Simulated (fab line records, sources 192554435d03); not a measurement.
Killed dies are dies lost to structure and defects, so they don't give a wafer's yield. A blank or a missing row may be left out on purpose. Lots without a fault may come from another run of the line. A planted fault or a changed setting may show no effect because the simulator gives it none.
fab line records | flow n5_finfet
record lots=23 wafers=69 last_day=17
route steps=1938 shown BEOL_M12@1615 BEOL_M13@1669
lots that met no fault: from a run of the same line without faults
start_h: hours from the record's first day to the start of the lot's first wafer shown | wait_h: hours since the lot's step before | " the same as in the row above | L1.1+2: a row that stands for several wafers | - no value, or no start given | * or withheld: withheld | < > ~ a bound
route shown NAME@n: a module of which the file shows steps, and the number in the route of the first | usual: mean/standard deviation of fault-free wafers | same: alike in all rows | chamber/n: place in a boat | sites: the reading at each site | _std_site: their standard deviation | _edge_site: outer sites' mean less inner sites' | radius_mm: how far each site lies from the wafer's centre | mask NAME#n: copy n | behind: the tool/chamber that last shaped the wafer | hold: why the lot was held/for how many hours/how that ended | device: the transistor (n, p or np) that didn't switch | end of line: the same wafers' tests at the end of the route | a step without rows: its recipe alone | killed: dies lost to structure and defects at the first sort, not the wafer's yield | map: a wafer's dies, x killed, . not, _ none there
set.NAME: the setting as run; set.NAME@STEP: as run at that earlier step | model.NAME: the simulator's own value behind a step, which no gauge read
steps of the route over a sample of lots; a table a step, a row a wafer
services: from which hour (start_h, from the record's first day; less than 0 if before it) a tool's chamber was out of use, for how many hours, and why
## steps
# step N5_BEOL_M12_DESCUM_15
# recipe chemistry=O2 time_s=7.9 source_power_w=50 bias_power_w=20 pressure_mtorr=20 rf_frequency_hz=2.712e+07 temp_c=40 o2_flow_sccm=225
# usual chamber_pressure_mTorr=19.999/0.019 drypump_motor_current_A=5.6/0.48 o2_flow_sccm=224.9/0.68 oes_product_au=0.84/0.072 rf_vpp_V=243.0/1 showerhead_plenum_p_Torr=2.09/0.052 throttle_valve_pct=20.53/0.2
# columns lot.wafer tool chamber start_h wait_h chamber_pressure_mTorr drypump_motor_current_A o2_flow_sccm oes_product_au rf_hours_counter_h rf_vpp_V showerhead_plenum_p_Torr throttle_valve_pct
L075.3 rie_diel-04 1 219.70 0.1 19.978 5.3 224.8 0.84 61 243.3 2.01 20.41
L075.4 " 2 " " 19.973 5.5 225.3 0.89 38 244.2 2.07 20.80
L075.6 " 2 " " 19.977 5.5 224.9 0.89 - 242.7 2.07 20.81
L074.1 rie_diel-03 1 228.18 0.0 20.002 6.4 223.8 0.81 98 244.1 2.13 20.64
L074.2 " 0 " " 19.996 5.8 225.1 0.94 10 241.2 2.05 20.21
L074.4 " 3 " " 19.965 5.5 224.2 0.88 - 243.2 2.13 20.43
L077.4 rie_diel-03 0 240.78 0.0 19.950 5.8 224.6 0.93 - 243.7 2.05 20.23
L077.5 " 3 " " 19.994 5.5 224.5 0.86 - 242.9 2.13 20.46
L077.6 " 1 " " 19.985 6.3 225.4 0.80 - 243.8 2.13 20.65
L076.2 rie_diel-03 1 242.42 0.4 19.982 6.3 224.9 0.79 105 243.8 2.13 20.66
L076.3 " 0 " " 20.018 5.8 225.0 0.92 16 242.3 2.05 20.22
L076.5 " 2 " " 19.971 5.4 225.3 1.02 - 243.2 2.15 20.32
L079.2 rie_diel-04 1 248.51 0.0 19.979 5.3 225.3 0.81 74 241.6 2.01 20.45
L079.3 " 2 " " 19.968 5.5 224.8 0.87 51 241.8 2.07 20.82
L079.6 " 0 " " 19.988 4.8 226.1 0.82 - 243.4 2.13 20.54
L078.1 rie_diel-05 1 252.92 0.0 19.996 5.3 225.4 0.89 42 243.8 2.14 20.70
L078.2 " 2 " " 20.023 5.3 225.9 0.73 139 242.8 2.13 20.75
L078.6 " 2 " " 19.988 5.3 226.6 0.73 - 245.0 2.13 20.76
L081.2 rie_diel-03 0 259.40 0.0 19.991 5.8 224.2 0.92 22 243.1 2.05 20.23
L081.5 " 1 " " 20.014 6.3 225.0 0.79 - 244.6 2.13 20.65
L081.6 " 2 " " 20.002 5.3 224.4 0.99 - 243.5 2.14 20.33
L082.1 rie_diel-03 2 273.82 0.1 20.003 5.4 224.4 0.96 12 243.4 2.14 20.32
L082.3 " 1 " " 19.969 6.3 224.9 0.79 116 243.5 2.12 20.67
L082.4 " 0 " " 20.014 5.8 226.6 0.89 28 241.4 2.05 20.22
L083.1 rie_diel-03 3 274.35 0.0 19.993 5.4 224.5 0.85 62 244.7 2.12 20.46
L083.2 " 2 " " 20.001 5.3 226.2 0.96 12 242.6 2.14 20.33
L083.4 " 1 " " 20.017 6.3 225.1 0.79 116 243.1 2.12 20.66
L084.2 rie_diel-04 2 293.11 0.0 19.999 5.5 224.9 0.85 66 243.2 2.06 20.84
L084.3 " 1 " " 20.004 5.3 224.0 0.80 88 242.1 2.00 20.46
L084.6 " 3 " " 19.981 6.3 224.1 0.92 - 244.3 2.16 20.30
L086.2 rie_diel-04 0 308.66 0.0 19.987 4.8 224.7 0.80 120 243.2 2.13 20.58
L086.4 " 3 " " 19.970 6.3 225.1 0.91 20 243.3 2.15 20.30
L086.6 " 1 " " 20.007 5.2 224.2 0.80 - 242.3 2.00 20.47
L087.3 rie_diel-04 2 309.38 0.0 20.011 5.5 225.3 0.84 72 243.6 2.06 20.86
L087.5 " 2 " " 19.993 5.5 225.7 0.85 - 242.8 2.06 20.87
L087.6 " 3 " " 20.013 6.3 224.9 0.92 - 243.6 2.15 20.32
L085.1 rie_diel-04 1 310.63 0.3 19.988 5.3 225.3 0.80 94 241.2 2.00 20.49
L085.3 " 0 " " 19.993 4.8 223.3 0.79 121 243.1 2.12 20.59
L085.4 " 3 " " 19.992 6.3 225.2 0.91 20 241.6 2.15 20.31
L088.1 rie_diel-03 2 325.82 0.2 20.027 5.3 224.2 0.93 29 244.4 2.13 20.37
L088.5 " 0 " " 20.009 5.8 224.3 0.87 - 243.0 2.04 20.27
L088.6 " 3 " " 19.968 5.5 224.6 0.83 - 243.7 2.12 20.50
L089.3 rie_diel-04 3 326.18 0.4 20.005 6.3 226.0 0.90 27 245.2 2.15 20.34
L089.4 " 1 " " 20.004 5.3 224.7 0.79 101 243.6 2.00 20.49
L089.6 " 3 " " 20.007 6.3 225.2 0.89 - 243.1 2.15 20.32
L091.1 rie_diel-04 1 328.37 0.0 20.007 5.3 224.3 0.79 102 242.0 2.00 20.47
L091.2 " 2 " " 19.990 5.5 225.4 0.83 80 242.0 2.06 20.86
L091.6 " 2 " " 20.015 5.5 224.6 0.83 - 243.1 2.06 20.85
L090.2 rie_diel-04 1 331.91 0.0 20.026 5.3 225.7 0.79 103 242.1 2.00 20.49
L090.4 " 0 " " 20.023 4.8 225.4 0.79 130 243.5 2.12 20.57
L090.5 " 0 " " 19.977 4.8 224.4 0.79 - 243.3 2.12 20.58
L093.1 rie_diel-04 0 334.87 0.0 19.994 4.8 226.2 0.78 131 242.4 2.12 20.57
L093.3 " 2 " " 19.996 5.5 224.5 0.82 81 241.5 2.06 20.87
L093.4 " 3 " " 20.016 6.3 225.0 0.88 30 244.6 2.15 20.32
L092.1 rie_diel-03 1 337.22 0.1 20.026 6.3 224.7 0.77 138 243.1 2.12 20.71
L092.4 " 2 " " 20.002 5.3 224.1 0.92 - 244.8 2.13 20.36
L092.6 " 0 " " 19.995 5.8 224.5 0.86 - 242.3 2.04 20.27
L094.2 rie_diel-05 0 339.18 0.2 19.990 6.0 224.6 0.68 241 241.2 1.98 20.65
L094.3 " 3 " " 20.021 5.8 224.5 0.68 230 241.8 2.08 20.97
L094.5 " 3 " " 20.009 5.8 223.9 0.68 - 243.2 2.08 20.98
L095.4 rie_diel-04 2 361.12 0.0 19.988 5.5 225.3 0.81 91 242.4 2.05 20.87
L095.5 " 0 " " 19.974 4.8 225.0 0.77 - 241.6 2.12 20.60
L095.6 " 1 " " 20.014 5.3 225.4 0.77 - 241.5 1.99 20.51
L096.4 rie_diel-03 3 366.11 0.0 19.998 5.5 225.1 0.82 88 243.5 2.11 20.52
L096.5 " 1 " " 20.020 6.3 224.7 0.77 - 242.5 2.11 20.70
L096.6 " 0 " " 20.022 5.8 224.2 0.85 - 243.1 2.04 20.29
L097.1 rie_diel-03 0 378.55 0.0 19.995 5.8 224.7 0.84 68 243.5 2.03 20.29
L097.4 " 1 " " 19.992 6.3 225.5 0.76 154 243.3 2.11 20.72
L097.5 " 1 " " 20.030 6.3 224.2 0.76 - 244.4 2.11 20.72
# step N5_BEOL_M12_OVL_MEAS_29
# recipe points_per_wafer=44
# usual M12_OVL=2/6.3
# columns lot.wafer tool chamber start_h wait_h M12_OVL[nm]
L075.3 overlay-01 0 220.55 0.0 6
L075.4 " 0 " " 5
L075.6 " 0 " " 17
L074.1 overlay-01 0 229.15 0.0 4
L074.2 " 0 " " 7
L074.4 " 0 " " 7
L077.4 overlay-01 0 241.62 0.0 3
L077.5 " 0 " " 10
L077.6 " 0 " " 1
L076.2 overlay-02 0 243.40 0.0 3
L076.3 " 0 " " -4
L076.5 " 0 " " -8
L079.2 overlay-01 0 249.49 0.0 4
L079.3 " 0 " " -6
L079.6 " 0 " " 1
L078.1 overlay-01 0 253.80 0.0 5
L078.2 " 0 " " -3
L078.6 " 0 " " 3
L081.2 overlay-02 0 260.38 0.0 9
L081.5 " 0 " " -9
L081.6 " 0 " " 4
L082.1 overlay-02 0 274.73 0.0 1
L082.3 " 0 " " 1
L082.4 " 0 " " -9
L083.1 overlay-02 0 275.33 0.0 0
L083.2 " 0 " " -2
L083.4 " 0 " " 2
L084.2 overlay-02 0 294.08 0.0 -3
L084.3 " 0 " " 17
L084.6 " 0 " " 6
L086.2 overlay-02 0 309.51 0.0 -6
L086.4 " 0 " " -7
L086.6 " 0 " " -6
L087.3 overlay-01 0 310.27 0.0 0
L087.5 " 0 " " -2
L087.6 " 0 " " 14
L085.1 overlay-01 0 311.51 0.0 5
L085.3 " 0 " " 5
L085.4 " 0 " " -5
L088.1 overlay-02 0 326.67 0.0 7
L088.5 " 0 " " 3
L088.6 " 0 " " -2
L089.3 overlay-02 0 327.03 0.0 -5
L089.4 " 0 " " 4
L089.6 " 0 " " 2
L091.1 overlay-02 0 329.35 0.0 -1
L091.2 " 0 " " 0
L091.6 " 0 " " -2
L090.2 overlay-01 0 332.79 0.1 -2
L090.4 " 0 " " -2
L090.5 " 0 " " 0
L093.1 overlay-01 0 335.85 0.0 2
L093.3 " 0 " " 7
L093.4 " 0 " " 21
L092.1 overlay-02 0 338.20 0.0 -6
L092.4 " 0 " " 1
L092.6 " 0 " " -2
L094.2 overlay-02 0 340.15 0.0 -4
L094.3 " 0 " " 2
L094.5 " 0 " " 2
L095.4 overlay-02 0 361.98 0.0 5
L095.5 " 0 " " 1
L095.6 " 0 " " 9
L096.4 overlay-01 0 367.14 0.0 8
L096.5 " 0 " " -4
L096.6 " 0 " " 2
L097.1 overlay-02 0 379.53 0.0 4
L097.4 " 0 " " -3
L097.5 " 0 " " 10
# step N5_BEOL_M12_ETCH_67
# recipe chemistry=CF4 target=SiARC target_depth_a=1430 time_s=238.3 ion_energy_ev=80 pressure_mtorr=40 source_w=545 bias_w=36 Ar_flow_sccm=100 cf4_flow_sccm=100 ends=cleared
# usual chamber_pressure_mTorr=40.00/0.037 drypump_motor_current_A=5.6/0.4 etch_rf_on_time_s=239/7.8 oes_product_au=0.68/0.077 rf_vpp_V=183.9/1.1 showerhead_plenum_p_Torr=2.12/0.051 throttle_valve_pct=15.65/0.18
# columns lot.wafer tool chamber start_h wait_h chamber_pressure_mTorr drypump_motor_current_A etch_rf_on_time_s oes_product_au rf_hours_counter_h rf_vpp_V showerhead_plenum_p_Torr throttle_valve_pct
L075.3 rie_diel-04 1 220.65 0.0 39.99 5.3 238 0.71 61 182.5 2.09 15.78
L075.4 " 2 " " 40.04 5.5 236 0.76 39 182.0 2.07 15.54
L075.6 " 2 " " 40.03 5.5 235 0.75 - 183.8 2.07 15.54
L074.1 rie_diel-05 1 229.24 0.0 40.03 5.3 236 0.76 34 185.6 2.18 15.64
L074.2 " 0 " " 40.06 6.0 245 0.59 203 181.8 2.03 15.73
L074.4 " 3 " " 40.03 5.9 248 0.60 195 183.6 2.13 16.03
L077.4 rie_diel-05 2 242.09 0.0 39.97 5.3 249 0.62 136 184.4 2.13 15.51
L077.5 " 1 " " 39.94 5.3 233 0.76 - 184.9 2.18 15.64
L077.6 " 0 " " 40.04 6.0 243 0.59 - 182.0 2.03 15.76
L076.2 rie_diel-04 2 243.69 0.0 39.99 5.5 230 0.74 49 183.7 2.07 15.54
L076.3 " 0 " " 40.02 4.8 231 0.71 100 186.1 2.16 15.50
L076.5 " 2 " " 40.01 5.5 230 0.75 - 183.9 2.07 15.57
L079.2 rie_diel-03 2 249.58 0.0 40.09 5.4 230 0.86 3 185.2 2.18 15.44
L079.3 " 0 " " 39.99 5.8 246 0.78 19 183.8 2.12 15.47
L079.6 " 0 " " 40.01 5.8 246 0.77 - 182.2 2.12 15.47
L078.1 rie_diel-03 3 253.91 0.0 40.05 5.5 225 0.75 55 183.8 2.18 15.53
L078.2 " 2 " " 39.97 5.4 229 0.85 4 183.9 2.18 15.46
L078.6 " 2 " " 39.93 5.4 231 0.83 - 184.8 2.18 15.46
L081.2 rie_diel-05 2 260.47 0.0 39.95 5.3 246 0.62 143 182.7 2.13 15.52
L081.5 " 1 " " 40.00 5.3 229 0.76 - 184.5 2.18 15.66
L081.6 " 2 " " 40.07 5.3 247 0.62 - 184.5 2.13 15.53
L082.1 rie_diel-03 1 274.82 0.0 40.00 6.4 243 0.67 116 185.1 2.14 15.62
L082.3 " 3 " " 40.03 5.4 226 0.74 63 183.1 2.17 15.57
L082.4 " 0 " " 39.99 5.8 245 0.76 28 184.2 2.12 15.50
L083.1 rie_diel-05 2 275.42 0.0 39.98 5.3 250 0.61 147 184.7 2.13 15.52
L083.2 " 1 " " 40.03 5.2 232 0.74 50 184.9 2.18 15.66
L083.4 " 0 " " 40.01 5.9 246 0.58 220 181.8 2.03 15.79
L084.2 rie_diel-05 2 294.33 0.0 40.08 5.3 250 0.61 152 184.1 2.13 15.54
L084.3 " 3 " " 39.99 5.8 243 0.59 215 183.3 2.13 16.08
L084.6 " 0 " " 40.03 6.0 247 0.57 - 181.8 2.03 15.78
L086.2 rie_diel-05 2 309.61 0.0 39.95 5.3 256 0.60 158 184.6 2.12 15.55
L086.4 " 3 " " 39.99 5.8 246 0.58 220 183.2 2.12 16.06
L086.6 " 1 " " 39.98 5.3 238 0.71 - 183.5 2.17 15.67
L087.3 rie_diel-05 1 310.37 0.0 39.97 5.3 236 0.73 62 184.9 2.17 15.68
L087.5 " 1 " " 39.97 5.3 235 0.73 - 182.6 2.17 15.70
L087.6 " 0 " " 40.01 6.0 246 0.57 - 183.4 2.03 15.78
L085.1 rie_diel-04 2 311.67 0.0 39.96 5.5 234 0.71 73 183.2 2.06 15.60
L085.3 " 3 " " 39.93 6.3 233 0.79 21 186.0 2.17 15.25
L085.4 " 0 " " 40.03 4.8 232 0.68 121 183.4 2.15 15.54
L088.1 rie_diel-05 2 326.76 0.0 40.00 5.3 253 0.60 164 182.9 2.12 15.57
L088.5 " 0 " " 39.97 5.9 247 0.57 - 182.6 2.02 15.80
L088.6 " 1 " " 40.01 5.3 233 0.72 - 186.3 2.17 15.69
L089.3 rie_diel-04 1 327.12 0.0 39.97 5.3 238 0.68 102 183.2 2.08 15.85
L089.4 " 3 " " 39.99 6.2 235 0.78 28 184.3 2.17 15.27
L089.6 " 2 " " 40.01 5.5 235 0.70 - 182.8 2.06 15.61
L091.1 rie_diel-03 1 329.44 0.0 39.93 6.3 241 0.66 134 184.7 2.14 15.66
L091.2 " 2 " " 39.96 5.4 228 0.80 29 183.9 2.18 15.51
L091.6 " 0 " " 40.06 5.8 244 0.73 - 184.0 2.11 15.52
L090.2 rie_diel-05 3 332.89 0.0 40.00 5.8 247 0.58 228 184.3 2.12 16.11
L090.4 " 2 " " 40.01 5.3 257 0.60 166 184.1 2.12 15.58
L090.5 " 1 " " 39.97 5.3 236 0.71 - 185.4 2.17 15.70
L093.1 rie_diel-05 1 335.95 0.0 40.04 5.3 232 0.72 71 182.6 2.17 15.69
L093.3 " 2 " " 40.02 5.3 251 0.60 166 182.7 2.12 15.59
L093.4 " 3 " " 40.03 5.8 242 0.58 229 183.7 2.12 16.09
L092.1 rie_diel-03 2 338.29 0.0 39.96 5.3 225 0.80 34 184.3 2.17 15.50
L092.4 " 0 " " 39.99 5.8 240 0.73 - 184.6 2.11 15.52
L092.6 " 2 " " 40.03 5.3 223 0.80 - 183.2 2.17 15.52
L094.2 rie_diel-04 3 340.36 0.0 40.03 6.3 237 0.77 32 185.5 2.17 15.27
L094.3 " 2 " " 40.00 5.5 237 0.70 83 183.8 2.05 15.62
L094.5 " 1 " " 40.02 5.3 239 0.67 - 182.0 2.08 15.85
L095.4 rie_diel-04 1 362.07 0.0 39.97 5.3 236 0.66 113 185.8 2.08 15.88
L095.5 " 0 " " 40.05 4.8 231 0.67 - 183.1 2.14 15.57
L095.6 " 1 " " 40.00 5.2 239 0.66 - 183.7 2.08 15.88
L096.4 rie_diel-03 3 367.23 0.0 40.05 5.5 227 0.71 88 183.6 2.16 15.63
L096.5 " 2 " " 39.94 5.4 231 0.77 - 183.6 2.17 15.52
L096.6 " 3 " " 40.04 5.5 226 0.71 - 183.9 2.16 15.62
L097.1 rie_diel-03 2 379.63 0.0 39.98 5.3 230 0.76 50 184.7 2.17 15.55
L097.4 " 0 " " 39.99 5.8 242 0.71 68 183.8 2.10 15.57
L097.5 " 3 " " 40.03 5.4 227 0.70 - 183.6 2.16 15.62
# step N5_BEOL_M12_RS_MEAS_54
# recipe thk_meas_gauge=four-point-probe reads=Cu_of_BEOL_M12_ECD_47+Ta_of_BEOL_M12_SPUTTER_44+TaN_of_BEOL_M12_SPUTTER_43
# usual M12_RS=0.0599/0.0012
# columns lot.wafer tool chamber start_h wait_h M12_RS[ohm/sq]
L075.3 film_metro-02 - 225.48 0.0 0.0603
L075.4 " - " " 0.0591
L075.6 " - " " 0.0595
L074.1 film_metro-01 - 231.43 0.0 0.0597
L074.2 " - " " 0.0600
L074.4 " - " " 0.0622
L077.4 film_metro-01 - 244.26 0.1 0.0615
L077.5 " - " " 0.0585
L077.6 " - " " 0.0593
L076.2 film_metro-02 - 247.42 0.0 0.0594
L076.3 " - " " 0.0604
L076.5 " - " " 0.0592
L079.2 film_metro-01 - 253.14 0.0 0.0585
L079.3 " - " " 0.0605
L079.6 " - " " 0.0605
L078.1 film_metro-02 - 257.80 0.1 0.0582
L078.2 " - " " 0.0592
L078.6 " - " " 0.0595
L081.2 film_metro-02 - 264.92 0.0 0.0629
L081.5 " - " " 0.0591
L081.6 " - " " 0.0626
L082.1 film_metro-01 - 277.57 0.0 0.0604
L082.3 " - " " 0.0584
L082.4 " - " " 0.0609
L083.1 film_metro-02 - 281.60 0.0 0.0625
L083.2 " - " " 0.0587
L083.4 " - " " 0.0602
L084.2 film_metro-02 - 297.00 0.0 0.0617
L084.3 " - " " 0.0611
L084.6 " - " " 0.0603
L086.2 film_metro-02 - 313.12 0.0 0.0629
L086.4 " - " " 0.0605
L086.6 " - " " 0.0591
L087.3 film_metro-02 - 313.39 0.0 0.0585
L087.5 " - " " 0.0586
L087.6 " - " " 0.0598
L085.1 film_metro-02 - 313.88 0.0 0.0595
L085.3 " - " " 0.0596
L085.4 " - " " 0.0601
L088.1 film_metro-02 - 333.34 0.0 0.0625
L088.5 " - " " 0.0606
L088.6 " - " " 0.0588
L089.3 film_metro-01 - 333.61 0.0 0.0593
L089.4 " - " " 0.0588
L089.6 " - " " 0.0590
L091.1 film_metro-01 - 333.89 0.0 0.0589
L091.2 " - " " 0.0586
L091.6 " - " " 0.0609
L090.2 film_metro-01 - 336.34 0.0 0.0607
L090.4 " - " " 0.0623
L090.5 " - " " 0.0581
L093.1 film_metro-01 - 339.11 0.0 0.0585
L093.3 " - " " 0.0618
L093.4 " - " " 0.0607
L094.2 film_metro-02 - 344.55 0.0 0.0601
L094.3 " - " " 0.0596
L094.5 " - " " 0.0596
L092.1 film_metro-01 - 345.42 0.0 0.0581
L092.4 " - " " 0.0597
L092.6 " - " " 0.0584
L095.4 film_metro-02 - 366.68 0.0 0.0604
L095.5 " - " " 0.0597
L095.6 " - " " 0.0602
L096.4 film_metro-02 - 370.35 0.0 0.0581
L096.5 " - " " 0.0586
L096.6 " - " " 0.0578
L097.1 film_metro-02 - 381.86 0.0 0.0599
L097.4 " - " " 0.0599
L097.5 " - " " 0.0584
# step N5_BEOL_M13_CD_MEAS_10
# recipe target_cd_nm=190 landing_energy_ev=500 detector=se_inlens polarity=opening
# usual cd_nm=191.1/1.3
# columns lot.wafer tool chamber start_h wait_h cd_nm
L075.3 cd_sem-03 0 226.13 - 190.7
L075.4 " 0 " " 192.4
L075.6 " 0 " " 190.9
L074.1 cd_sem-01 0 232.07 - 191.4
L074.2 " 0 " " 189.3
L074.4 " 0 " " 191.1
L077.4 cd_sem-03 0 244.91 - 190.6
L077.5 " 0 " " 190.0
L077.6 " 0 " " 189.4
L076.2 cd_sem-02 0 247.93 - 190.8
L076.3 " 0 " " 190.8
L076.5 " 0 " " 192.0
L079.2 cd_sem-02 0 253.78 - 190.8
L079.3 " 0 " " 188.6
L079.6 " 0 " " 192.7
L078.1 cd_sem-01 0 258.32 - 191.2
L078.2 " 0 " " 191.9
L078.6 " 0 " " 192.0
L081.2 cd_sem-02 0 265.44 - 190.4
L081.5 " 0 " " 190.0
L081.6 " 0 " " 190.9
L082.1 cd_sem-02 0 278.22 - 191.3
L082.3 " 0 " " 192.4
L082.4 " 0 " " 193.5
L083.1 cd_sem-03 0 282.18 - 193.3
L083.2 " 0 " " 191.2
L083.4 " 0 " " 192.5
L084.2 cd_sem-01 0 297.64 - 190.6
L084.3 " 0 " " 191.3
L084.6 " 0 " " 193.1
L086.2 cd_sem-01 0 313.64 - 193.5
L086.4 " 0 " " 194.5
L086.6 " 0 " " 192.5
L087.3 cd_sem-03 0 313.91 - 191.9
L087.5 " 0 " " 192.0
L087.6 " 0 " " 193.3
L085.1 cd_sem-03 0 315.33 - 192.3
L085.3 " 0 " " 191.5
L085.4 " 0 " " 191.5
L088.1 cd_sem-01 0 333.99 - 190.5
L088.5 " 0 " " 192.0
L088.6 " 0 " " 190.1
L089.3 cd_sem-02 0 334.26 - 190.4
L089.4 " 0 " " 191.5
L089.6 " 0 " " 192.2
L091.1 cd_sem-03 0 334.53 - 190.6
L091.2 " 0 " " 191.3
L091.6 " 0 " " 190.1
L090.2 cd_sem-01 0 336.98 - 192.4
L090.4 " 0 " " 190.3
L090.5 " 0 " " 192.5
L093.1 cd_sem-02 0 339.63 - 190.6
L093.3 " 0 " " 191.6
L093.4 " 0 " " 190.9
L094.2 cd_sem-03 0 345.07 - 190.3
L094.3 " 0 " " 191.3
L094.5 " 0 " " 191.1
L092.1 cd_sem-03 0 345.94 - 191.4
L092.4 " 0 " " 190.4
L092.6 " 0 " " 191.8
L095.4 cd_sem-03 0 367.20 - 192.1
L095.5 " 0 " " 191.6
L095.6 " 0 " " 192.2
L096.4 cd_sem-01 0 370.87 - 188.9
L096.5 " 0 " " 187.4
L096.6 " 0 " " 187.8
L097.1 cd_sem-02 0 382.50 - 191.8
L097.4 " 0 " " 189.7
L097.5 " 0 " " 190.6
# step N5_BEOL_M13_STRIP_63
# recipe chemistry=N2/H2 power_w=1000 temp_c=250 h2_frac=0.65 overash_fraction=0.3 pressure_mtorr=1000 n2_flow_sccm=1750 h2_flow_sccm=3250
# usual chamber_pressure_mTorr=999.9/0.87 drypump_motor_current_A=6.0/0.41 h2_flow_sccm=3252/9.7 heater_power_w=336/23 oes_product_au=0.674/0.005 strip_time_to_endpoint_s=27.6/1.3
# columns lot.wafer tool chamber start_h wait_h chamber_pressure_mTorr drypump_motor_current_A h2_flow_sccm heater_power_w oes_product_au rf_hours_counter_h strip_time_to_endpoint_s
L075.3 plasma_asher-02 1 226.56 - 1001.2 5.8 3252 364 0.676 - 29.5
L075.4 " 0 " " 999.5 6.4 3250 335 0.676 - 25.8
L075.6 " 1 " " 1000.6 5.7 3249 366 0.675 - 25.9
L074.1 plasma_asher-01 0 232.48 - 1000.8 6.3 3260 315 0.672 64 28.9
L074.2 " 1 " " 1000.7 5.4 3258 312 0.678 64 28.2
L074.4 " 1 " " 999.4 5.4 3256 315 0.664 - 26.8
L077.4 plasma_asher-02 0 245.33 - 1000.1 6.4 3246 347 0.678 - 30.0
L077.5 " 1 " " 999.2 5.7 3259 356 0.677 - 28.1
L077.6 " 0 " " 999.8 6.4 3247 350 0.677 - 28.2
L076.2 plasma_asher-01 0 248.69 - 1001.0 6.3 3251 307 0.671 67 27.4
L076.3 " 1 " " 999.4 5.3 3248 309 0.673 - 27.8
L076.5 " 0 " " 998.3 6.2 3239 315 0.672 - 24.9
L079.2 plasma_asher-02 0 254.19 - 1001.1 6.4 3272 336 0.668 123 26.3
L079.3 " 0 " " 999.3 6.4 3244 343 0.674 - 28.9
L079.6 " 0 " " 999.1 6.4 3247 344 0.673 - 26.0
L078.1 plasma_asher-01 0 258.73 - 999.8 6.3 3250 317 0.664 69 26.7
L078.2 " 1 " " 999.5 5.4 3256 298 0.681 69 27.6
L078.6 " 1 " " 999.8 5.3 3243 307 0.676 - 25.4
L081.2 plasma_asher-02 1 265.85 - 999.6 5.8 3263 359 0.684 126 29.3
L081.5 " 1 " " 1000.8 5.8 3261 357 0.680 - 28.0
L081.6 " 0 " " 1000.0 6.4 3261 349 0.671 - 28.4
L082.1 plasma_asher-01 1 278.63 - 999.4 5.3 3257 305 0.673 74 27.6
L082.3 " 0 " " 998.5 6.3 3241 312 0.677 - 26.8
L082.4 " 1 " " 999.9 5.3 3252 300 0.663 - 25.2
L083.1 plasma_asher-01 1 282.59 - 999.3 5.4 3265 304 0.676 74 27.0
L083.2 " 0 " " 999.8 6.2 3247 307 0.671 74 27.7
L083.4 " 0 " " 1000.0 6.3 3254 318 0.675 - 26.3
L084.2 plasma_asher-01 0 298.05 - 999.0 6.3 3251 316 0.674 77 27.4
L084.3 " 1 " " 1000.1 5.4 3241 309 0.671 - 29.5
L084.6 " 0 " " 998.5 6.3 3270 317 0.681 - 25.4
L086.2 plasma_asher-02 1 314.05 - 1000.8 5.7 3238 373 0.677 136 27.2
L086.4 " 0 " " 998.8 6.4 3239 348 0.671 - 27.1
L086.6 " 0 " " 1001.0 6.4 3236 344 0.665 - 27.7
L087.3 plasma_asher-01 0 314.33 - 1000.4 6.3 3242 317 0.674 - 27.7
L087.5 " 1 " " 1001.0 5.4 3235 305 0.672 - 26.8
L087.6 " 0 " " 1000.5 6.3 3228 314 0.668 - 25.8
L085.1 plasma_asher-01 0 315.90 - 999.1 6.3 3260 316 0.667 81 29.5
L085.3 " 1 " " 998.5 5.3 3230 297 0.669 - 27.5
L085.4 " 0 " " 1000.5 6.3 3257 320 0.675 - 29.1
L088.1 plasma_asher-02 1 334.55 - 999.3 5.7 3245 356 0.669 140 28.6
L088.5 " 0 " " 998.0 6.4 3247 350 0.678 - 28.7
L088.6 " 1 " " 1000.8 5.8 3252 362 0.671 - 28.3
L089.3 plasma_asher-01 0 334.70 - 1000.1 6.3 3268 310 0.671 - 25.8
L089.4 " 1 " " 998.3 5.3 3243 303 0.670 - 25.1
L089.6 " 1 " " 999.7 5.4 3255 309 0.674 - 26.6
L091.1 plasma_asher-02 0 335.00 - 999.0 6.4 3246 336 0.669 140 29.1
L091.2 " 1 " " 999.7 5.7 3252 361 0.672 140 28.7
L091.6 " 1 " " 999.8 5.8 3251 361 0.671 - 27.2
L090.2 plasma_asher-02 1 337.39 - 999.6 5.8 3258 361 0.679 141 30.3
L090.4 " 0 " " 999.5 6.4 3264 343 0.668 - 27.6
L090.5 " 1 " " 1000.1 5.7 3245 374 0.672 - 25.9
L093.1 plasma_asher-01 0 340.04 - 998.9 6.3 3256 327 0.675 86 29.4
L093.3 " 0 " " 1000.5 6.3 3258 316 0.677 - 28.8
L093.4 " 1 " " 998.2 5.3 3259 304 0.672 - 30.3
L094.2 plasma_asher-02 1 345.64 - 1001.6 5.7 3240 358 0.677 143 28.4
L094.3 " 0 " " 999.1 6.4 3252 336 0.674 - 28.7
L094.5 " 1 " " 1000.1 5.7 3254 364 0.678 - 26.3
L092.1 plasma_asher-02 0 346.35 - 999.6 6.4 3254 348 0.672 143 25.5
L092.4 " 0 " " 998.1 6.4 3257 348 0.681 - 27.6
L092.6 " 1 " " 1000.0 5.7 3251 361 0.674 - 26.2
L095.4 plasma_asher-02 0 367.62 - 1000.0 6.4 3245 351 0.672 - 28.3
L095.5 " 0 " " 999.7 6.4 3242 344 0.679 - 27.7
L095.6 " 1 " " 999.8 5.8 3244 365 0.667 - 26.2
L096.4 plasma_asher-02 1 371.30 - 999.9 5.8 3266 368 0.671 - 28.2
L096.5 " 0 " " 999.5 6.4 3252 345 0.663 - 28.6
L096.6 " 1 " " 1000.5 5.8 3250 354 0.673 - 28.3
L097.1 plasma_asher-02 1 382.91 - 1000.2 5.7 3261 366 0.671 149 28.2
L097.4 " 1 " " 1000.1 5.7 3246 360 0.676 - 29.0
L097.5 " 0 " " 1000.9 6.4 3247 338 0.673 - 26.9
## services
# columns tool chamber start_h hours kind
rie_diel-04 2 205.62 6.8 repair
plasma_asher-01 - 216.65 2.8 pm
rie_diel-03 2 222.26 - clean
rie_diel-03 2 222.26 - consumable_replace:focus_ring
rie_diel-03 2 222.26 19.4 scheduled_down
rie_diel-03 2 222.26 19.4 vent_cycle
rie_diel-04 3 229.79 - clean
rie_diel-04 3 229.79 - consumable_replace:focus_ring
rie_diel-04 3 229.79 18.8 scheduled_down
rie_diel-04 3 229.79 18.8 vent_cycle
rie_diel-05 3 257.16 2.8 repair
rie_diel-04 2 277.62 3.7 repair
rie_diel-05 - 312.87 0.5 repair
rie_diel-05 - 314.04 0.3 repair
rie_diel-03 3 328.53 19.9 repair
rie_diel-05 1 338.88 7.3 repair
rie_diel-05 2 346.91 6.7 repair
rie_diel-05 0 355.48 - clean
rie_diel-05 0 355.48 - consumable_replace:focus_ring
rie_diel-05 0 355.48 - consumable_replace:showerhead
rie_diel-05 0 355.48 24.1 scheduled_down
rie_diel-05 0 355.48 24.1 vent_cycle
## key
fault none
